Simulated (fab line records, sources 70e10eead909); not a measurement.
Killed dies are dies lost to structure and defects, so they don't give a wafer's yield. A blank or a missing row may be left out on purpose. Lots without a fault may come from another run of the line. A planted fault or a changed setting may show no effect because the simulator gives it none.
fab line records | flow nand_harc
record lots=7 wafers=19 last_day=32
route steps=1302 shown A_ONON_D1@426 END@1302
lots that met no fault: from a run of the same line without faults
start_h: hours from the record's first day to the start of the lot's first wafer shown | wait_h: hours since the lot's step before | " the same as in the row above | L1.1+2: a row that stands for several wafers | - no value, or no start given | * or withheld: withheld | < > ~ a bound
route shown NAME@n: a module of which the file shows steps, and the number in the route of the first | usual: mean/standard deviation of fault-free wafers | same: alike in all rows | chamber/n: place in a boat | sites: the reading at each site | _std_site: their standard deviation | _edge_site: outer sites' mean less inner sites' | radius_mm: how far each site lies from the wafer's centre | mask NAME#n: copy n | behind: the tool/chamber that last shaped the wafer | hold: why the lot was held/for how many hours/how that ended | device: the transistor (n, p or np) that didn't switch | end of line: the same wafers' tests at the end of the route | a step without rows: its recipe alone | killed: dies lost to structure and defects at the first sort, not the wafer's yield | map: a wafer's dies, x killed, . not, _ none there
set.NAME: the setting as run; set.NAME@STEP: as run at that earlier step | model.NAME: the simulator's own value behind a step, which no gauge read
lots at some steps of the route; a table a step, a row a wafer
services: from which hour (start_h, from the record's first day; less than 0 if before it) a tool's chamber was out of use, for how many hours, and why
## steps
# step NHARC_A_ONON_D1_DEP_03
# recipe target_thk_a=10000 n2_flow_sccm=2750 n2o_flow_sccm=2000 nh3_flow_sccm=500 sih4_flow_sccm=210 temp_c=400
# step NHARC_A_ONON_D1_THK_MEAS_05
# recipe thk_meas_gauge=ellipsometry
# usual thk_nm=997/11
# columns lot.wafer tool chamber start_h wait_h thk_nm
L966.1 film_metro-02 - 213.83 - 989
L966.3 " - " " 988
L966.4 " - " " 987
L968.1 film_metro-01 - 237.93 - 987
L968.3 " - " " 990
L968.5 " - " " 989
L978.1 film_metro-01 - 334.18 - 999
L978.2 " - " " 1001
L978.6 " - " " 1002
L979.1 film_metro-02 - 343.43 - 988
L979.2 " - " " 988
L980.3 film_metro-01 - 348.60 - 988
L980.4 " - " " 987
L982.2 film_metro-01 - 372.09 - 1018
L982.3 " - " " 1020
L982.6 " - " " 1019
L984.2 film_metro-01 - 390.87 - 1010
L984.4 " - " " 1013
L984.6 " - " " 1010
# step NHARC_A_ONON_D1_DEP_06
# recipe target_thk_a=10000 n2_flow_sccm=2750 n2o_flow_sccm=2000 nh3_flow_sccm=500 sih4_flow_sccm=210 temp_c=400
# step NHARC_A_ONON_D1_THK_MEAS_08
# recipe thk_meas_gauge=ellipsometry
# usual thk_nm=1001/10
# columns lot.wafer tool chamber start_h wait_h thk_nm
L966.1 film_metro-01 - 214.40 - 1024
L966.3 " - " " 1021
L966.4 " - " " 1024
L968.1 film_metro-01 - 238.51 - 994
L968.3 " - " " 994
L968.5 " - " " 994
L978.1 film_metro-02 - 334.74 - 984
L978.2 " - " " 983
L978.6 " - " " 984
L979.1 film_metro-02 - 344.02 - 985
L979.2 " - " " 985
L980.3 film_metro-01 - 349.17 - 1008
L980.4 " - " " 1009
L982.2 film_metro-01 - 372.66 - 1001
L982.3 " - " " 1000
L982.6 " - " " 1001
L984.2 film_metro-01 - 391.44 - 1009
L984.4 " - " " 1008
L984.6 " - " " 1007
# step NHARC_A_ONON_D1_DEP_09
# recipe target_thk_a=10000 n2_flow_sccm=2750 n2o_flow_sccm=2000 nh3_flow_sccm=500 sih4_flow_sccm=210 temp_c=400
# step NHARC_A_ONON_D1_THK_MEAS_11
# recipe thk_meas_gauge=ellipsometry
# usual thk_nm=1000/11
# columns lot.wafer tool chamber start_h wait_h thk_nm
L966.1 film_metro-01 - 214.96 - 996
L966.3 " - " " 997
L966.4 " - " " 996
L968.1 film_metro-01 - 239.07 - 995
L968.3 " - " " 994
L968.5 " - " " 995
L978.1 film_metro-02 - 335.33 - 995
L978.2 " - " " 996
L978.6 " - " " 994
L979.1 film_metro-01 - 344.59 - 992
L979.2 " - " " 988
L980.3 film_metro-01 - 349.73 - 998
L980.4 " - " " 998
L982.2 film_metro-02 - 373.22 - 1010
L982.3 " - " " 1010
L982.6 " - " " 1010
L984.2 film_metro-01 - 392.01 - 990
L984.4 " - " " 990
L984.6 " - " " 990
# step NHARC_A_ONON_D1_DEP_12
# recipe target_thk_a=10000 n2_flow_sccm=2750 n2o_flow_sccm=2000 nh3_flow_sccm=500 sih4_flow_sccm=210 temp_c=400
# step NHARC_A_ONON_D1_THK_MEAS_14
# recipe thk_meas_gauge=ellipsometry
# usual thk_nm=998/11
# columns lot.wafer tool chamber start_h wait_h thk_nm
L966.1 film_metro-01 - 215.53 - 991
L966.3 " - " " 990
L966.4 " - " " 992
L968.1 film_metro-02 - 239.64 - 988
L968.3 " - " " 989
L968.5 " - " " 989
L978.1 film_metro-01 - 335.89 - 987
L978.2 " - " " 987
L978.6 " - " " 986
L979.1 film_metro-02 - 345.16 - 1017
L979.2 " - " " 1018
L980.3 film_metro-02 - 350.30 - 1001
L980.4 " - " " 1001
L982.2 film_metro-02 - 373.79 - 989
L982.3 " - " " 990
L982.6 " - " " 990
L984.2 film_metro-02 - 392.58 - 1008
L984.4 " - " " 1012
L984.6 " - " " 1009
# step NHARC_A_ONON_D1_ANNEAL_15
# recipe temp_c=750 time_s=3600
# step NHARC_A_ONON_D1_DEP_16
# recipe target_thk_a=10000 n2_flow_sccm=2750 n2o_flow_sccm=2000 nh3_flow_sccm=500 sih4_flow_sccm=210 temp_c=400
# step NHARC_A_ONON_D1_THK_MEAS_18
# recipe thk_meas_gauge=ellipsometry
# usual thk_nm=1002/8.8
# columns lot.wafer tool chamber start_h wait_h thk_nm
L966.1 film_metro-02 - 223.30 - 1005
L966.3 " - " " 1004
L966.4 " - " " 1006
L968.1 film_metro-01 - 247.41 - 995
L968.3 " - " " 998
L968.5 " - " " 996
L978.1 film_metro-01 - 343.59 - 1009
L978.2 " - " " 1006
L978.6 " - " " 1008
L979.1 film_metro-01 - 352.92 - 1011
L979.2 " - " " 1011
L980.3 film_metro-01 - 358.10 - 989
L980.4 " - " " 986
L982.2 film_metro-01 - 381.62 - 988
L982.3 " - " " 987
L982.6 " - " " 989
L984.2 film_metro-02 - 402.08 - 1004
L984.4 " - " " 1006
L984.6 " - " " 1006
# step NHARC_A_ONON_D1_DEP_19
# recipe target_thk_a=10000 n2_flow_sccm=2750 n2o_flow_sccm=2000 nh3_flow_sccm=500 sih4_flow_sccm=210 temp_c=400
# columns lot.wafer tool chamber start_h wait_h
L966.1+3+4 pecvd_onon-03 0 223.36 0.1
L968.1+3+5 pecvd_onon-02 0 247.47 0.1
L978.1+2+6 pecvd_onon-02 0 343.64 0.1
L979.1+2 pecvd_onon-02 0 352.98 0.1
L980.3+4 pecvd_onon-02 0 358.27 0.2
L982.2+3+6 pecvd_onon-03 0 381.74 0.1
L984.2+4+6 pecvd_onon-03 0 402.20 0.1
# step NHARC_A_ONON_D1_THK_MEAS_21
# recipe thk_meas_gauge=ellipsometry
# usual thk_nm=1000/12
# columns lot.wafer tool chamber start_h wait_h thk_nm
L966.1 film_metro-01 - 223.86 - 1009
L966.3 " - " " 1009
L966.4 " - " " 1008
L968.1 film_metro-01 - 247.97 - 985
L968.3 " - " " 983
L968.5 " - " " 983
L978.1 film_metro-01 - 344.15 - 1002
L978.2 " - " " 685
L978.6 " - " " 1003
L979.1 film_metro-02 - 353.49 - 991
L979.2 " - " " 671
L980.3 film_metro-02 - 358.66 - 691
L980.4 " - " " 1009
L982.2 film_metro-01 - 382.19 - 1020
L982.3 " - " " 1021
L982.6 " - " " 1021
L984.2 film_metro-02 - 402.65 - 992
L984.4 " - " " 991
L984.6 " - " " 990
# step NHARC_A_ONON_D1_DEP_22
# recipe target_thk_a=10000 n2_flow_sccm=2750 n2o_flow_sccm=2000 nh3_flow_sccm=500 sih4_flow_sccm=210 temp_c=400
# step NHARC_END_SORT_01
# recipe temp_c=25
# usual killed_at_array=53/20 killed_at_other=1/1.2 killed_at_periphery=3.7/2.6 killed_dies=58/20 killed_open=3.5/1.8 killed_short=2.4/1.7
# same gross_dies=677
# columns lot.wafer tool chamber start_h wait_h killed_at_array killed_at_other killed_at_periphery killed_dies killed_open killed_short
L968.1 prober-01 0 645.61 2.5 29 2 10 41 5 1
L968.3 prober-01 0 647.20 3.1 60 1 3 64 4 6
L968.5 prober-01 0 648.80 3.7 57 0 5 62 6 3
L978.2 prober-01 0 724.93 2.8 677 0 0 677 3 3
L979.2 prober-01 0 738.71 2.8 674 0 3 677 4 2
L980.3 prober-02 0 739.55 3.1 674 2 1 677 3 3
# killed by level:class
L968.1 A_SLIT:chamber_film_flake=11 A_CHANNEL_HOLE_D2:chamber_film_flake=9 P_STI:chamber_film_flake=5 A_STAIRCASE:chamber_film_flake=3 A_CHANNEL_HOLE_D1:chamber_film_flake=2 THIN_TSV:chamber_film_flake=2 P_CONTACT:geometric_particle:open=1 P_M2:geometric_particle:open=1
L968.3 A_SLIT:chamber_film_flake=30 A_CHANNEL_HOLE_D2:chamber_film_flake=8 A_DECK1_JOINT:geometric_particle:short=3 A_CHANNEL_HOLE_D1:chamber_film_flake=3 A_CHANNEL_FILL_D2:chamber_film_flake=3 A_STAIRCASE:chamber_film_flake=3 A_CONTACT:chamber_film_flake=3 A_CHANNEL_FILL_D2:geometric_particle:short=2
L968.5 A_SLIT:chamber_film_flake=27 A_CHANNEL_HOLE_D2:chamber_film_flake=16 P_STI:chamber_film_flake=2 A_CHANNEL_HOLE_D1:chamber_film_flake=2 A_STAIRCASE:chamber_film_flake=2 P_CONTACT:geometric_particle:open=1 P_M0:geometric_particle:open=1 A_ONON_D1:geometric_particle:short=1
L978.2 A_ONON_D1:area_dep=595 A_CHANNEL_HOLE_D1:chamber_film_flake=33 A_SLIT:chamber_film_flake=33 A_CONTACT:chamber_film_flake=4 A_WL_FILL:chamber_film_flake=3 A_DECK1_JOINT:chamber_film_flake=2 A_CHANNEL_FILL_D1:geometric_particle:open=1 A_CHANNEL_HOLE_D2:geometric_particle:short=1
L979.2 A_ONON_D1:area_dep=631 A_CHANNEL_HOLE_D1:chamber_film_flake=28 A_CONTACT:chamber_film_flake=7 A_SLIT:chamber_film_flake=3 P_CONTACT:geometric_particle:open=1 P_M0:geometric_particle:open=1 A_SOURCE_PLATE:geometric_particle:open=1 A_ONON_D2:geometric_particle:short=1
L980.3 A_ONON_D1:area_dep=622 A_SLIT:chamber_film_flake=24 A_CHANNEL_HOLE_D2:chamber_film_flake=13 A_CHANNEL_HOLE_D1:chamber_film_flake=10 P_M0:geometric_particle:open=1 A_ONON_D1:geometric_particle:short=1 A_ONON_D2:geometric_particle:open=1 A_WL_FILL:geometric_particle:short=1
# map L978.2 (x killed, . not)
____________x____________
_________xxxxxxx_________
_______xxxxxxxxxxx_______
______xxxxxxxxxxxxx______
_____xxxxxxxxxxxxxxx_____
____xxxxxxxxxxxxxxxxx____
____xxxxxxxxxxxxxxxxx____
___xxxxxxxxxxxxxxxxxxx___
___xxxxxxxxxxxxxxxxxxx___
__xxxxxxxxxxxxxxxxxxxxx__
__xxxxxxxxxxxxxxxxxxxxx__
_xxxxxxxxxxxxxxxxxxxxxxx_
_xxxxxxxxxxxxxxxxxxxxxxx_
_xxxxxxxxxxxxxxxxxxxxxxx_
_xxxxxxxxxxxxxxxxxxxxxxx_
_xxxxxxxxxxxxxxxxxxxxxxx_
xxxxxxxxxxxxxxxxxxxxxxxxx
xxxxxxxxxxxxxxxxxxxxxxxxx
xxxxxxxxxxxxxxxxxxxxxxxxx
xxxxxxxxxxxxxxxxxxxxxxxxx
xxxxxxxxxxxxxxxxxxxxxxxxx
_xxxxxxxxxxxxxxxxxxxxxxx_
_xxxxxxxxxxxxxxxxxxxxxxx_
_xxxxxxxxxxxxxxxxxxxxxxx_
_xxxxxxxxxxxxxxxxxxxxxxx_
_xxxxxxxxxxxxxxxxxxxxxxx_
__xxxxxxxxxxxxxxxxxxxxx__
__xxxxxxxxxxxxxxxxxxxxx__
___xxxxxxxxxxxxxxxxxxx___
___xxxxxxxxxxxxxxxxxxx___
____xxxxxxxxxxxxxxxxx____
____xxxxxxxxxxxxxxxxx____
_____xxxxxxxxxxxxxxx_____
______xxxxxxxxxxxxx______
_______xxxxxxxxxxx_______
_________xxxxxxx_________
____________x____________
# map L979.2 (x killed, . not)
____________x____________
_________xxxxxxx_________
_______xxxxxxxxxxx_______
______xxxxxxxxxxxxx______
_____xxxxxxxxxxxxxxx_____
____xxxxxxxxxxxxxxxxx____
____xxxxxxxxxxxxxxxxx____
___xxxxxxxxxxxxxxxxxxx___
___xxxxxxxxxxxxxxxxxxx___
__xxxxxxxxxxxxxxxxxxxxx__
__xxxxxxxxxxxxxxxxxxxxx__
_xxxxxxxxxxxxxxxxxxxxxxx_
_xxxxxxxxxxxxxxxxxxxxxxx_
_xxxxxxxxxxxxxxxxxxxxxxx_
_xxxxxxxxxxxxxxxxxxxxxxx_
_xxxxxxxxxxxxxxxxxxxxxxx_
xxxxxxxxxxxxxxxxxxxxxxxxx
xxxxxxxxxxxxxxxxxxxxxxxxx
xxxxxxxxxxxxxxxxxxxxxxxxx
xxxxxxxxxxxxxxxxxxxxxxxxx
xxxxxxxxxxxxxxxxxxxxxxxxx
_xxxxxxxxxxxxxxxxxxxxxxx_
_xxxxxxxxxxxxxxxxxxxxxxx_
_xxxxxxxxxxxxxxxxxxxxxxx_
_xxxxxxxxxxxxxxxxxxxxxxx_
_xxxxxxxxxxxxxxxxxxxxxxx_
__xxxxxxxxxxxxxxxxxxxxx__
__xxxxxxxxxxxxxxxxxxxxx__
___xxxxxxxxxxxxxxxxxxx___
___xxxxxxxxxxxxxxxxxxx___
____xxxxxxxxxxxxxxxxx____
____xxxxxxxxxxxxxxxxx____
_____xxxxxxxxxxxxxxx_____
______xxxxxxxxxxxxx______
_______xxxxxxxxxxx_______
_________xxxxxxx_________
____________x____________
## services
# columns tool chamber start_h hours kind
pecvd_onon-02 - 211.41 6.8 repair
pecvd_onon-03 - 227.00 13.0 pm
pecvd_onon-02 - 253.47 6.7 repair
pecvd_onon-03 - 296.79 4.9 repair
pecvd_onon-02 - 366.00 13.0 pm
## key
first_sign step=NHARC_A_ONON_D1_THK_MEAS_21 reading=thk_nm direction=down sigmas=27 usual=1000 struck=682
effect step=NHARC_END_SORT_01 reading=killed_at_array direction=up sigmas=32 usual=53 struck=675
more_kills_born_at NHARC_A_ONON_D1_DEP_19@pecvd_onon-02=1848
met_at NHARC_A_ONON_D1_DEP_19
struck_wafers L978.2,L979.2,L980.3
later_rows_left_out L978.2,L979.2,L980.3
tester_left_out L978,L979,L980
onset_between 247.47 343.64
fault kind=process_parameter_drift tool=pecvd_onon-02 chamber=- onset_h=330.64 steps=NHARC_A_ONON_D1_DEP_19 channel=target_thk_a offset=* shape=step end_h=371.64 scope=struck_wafers_only acts_in=* stated=*
# tester_left_out: of these lots the tester's yield and bins aren't shown, on N5 and GAA mostly nor the transistor test; their killed dies are dies lost to structure and defects alone, not to doping, threshold or leakage, so they don't give the yield
# later_rows_left_out: the simulator's readings of these wafers behind a module that went badly wrong aren't trusted and aren't shown, but for the sort
